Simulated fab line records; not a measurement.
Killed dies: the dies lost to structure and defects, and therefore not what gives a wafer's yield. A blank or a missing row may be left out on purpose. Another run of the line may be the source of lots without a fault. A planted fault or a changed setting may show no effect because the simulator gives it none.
Chamber matching | flow nand harc | 4 sister chambers for NHARC_A_SGD_CUT_CMP_21 on cmp-04
The step polishes, target thk 148.19 nm. 4 wafers are shown with their chamber, then 10 later ones without.

## WAFERS PAIRED WITH THEIR CHAMBERS
wafer  | chamber | motor current A (A)
L079.5 | 0       | 12.4
L087.6 | 1       | 12.0
L091.2 | 2       | 10.8
L091.3 | 3       | 13.3

## WAFERS WHOSE CHAMBER IS MISSING
wafer  | motor current A (A)
L091.6 | 10.7
L093.2 | 10.5
L093.3 | 11.4
L093.5 | 13.2
L095.1 | 12.2
L095.2 | 10.7
L095.4 | 11.9
L097.2 | 9.8
L097.5 | 10.9
L097.6 | 11.9

## CHAMBER TAKEN BY EACH
wafer  | from the rows above          | in truth
L091.6 | 2                            | 2
L093.2 | 2                            | 2
L093.3 | can't be placed: 1 or 2 or 0 | 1
L093.5 | can't be placed: 3 or 0      | 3
L095.1 | can't be placed: 1 or 0      | 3
L095.2 | 2                            | 2
L095.4 | can't be placed: 1 or 0      | 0
L097.2 | 2                            | 2
L097.5 | 2                            | 2
L097.6 | can't be placed: 1 or 0      | 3
Correctly placed: 5 of 10. Not placeable from these rows: 5 (in 3, the candidates include the true chamber). Wrongly placed: 0.
How it was worked out, from the rows above alone: a wafer's distance from a chamber is the root of the sum, over the readings, of the square of ((its reading less the chamber's mean) divided by the reading's scatter). The wafer belongs to the nearest chamber; if the next one is less than 2 further off, it can't be placed. A chamber's mean is the mean of its shown wafers. The scatter: with one shown wafer a chamber, the root of the mean of the squares of how far each hidden wafer lies from its nearest shown one.
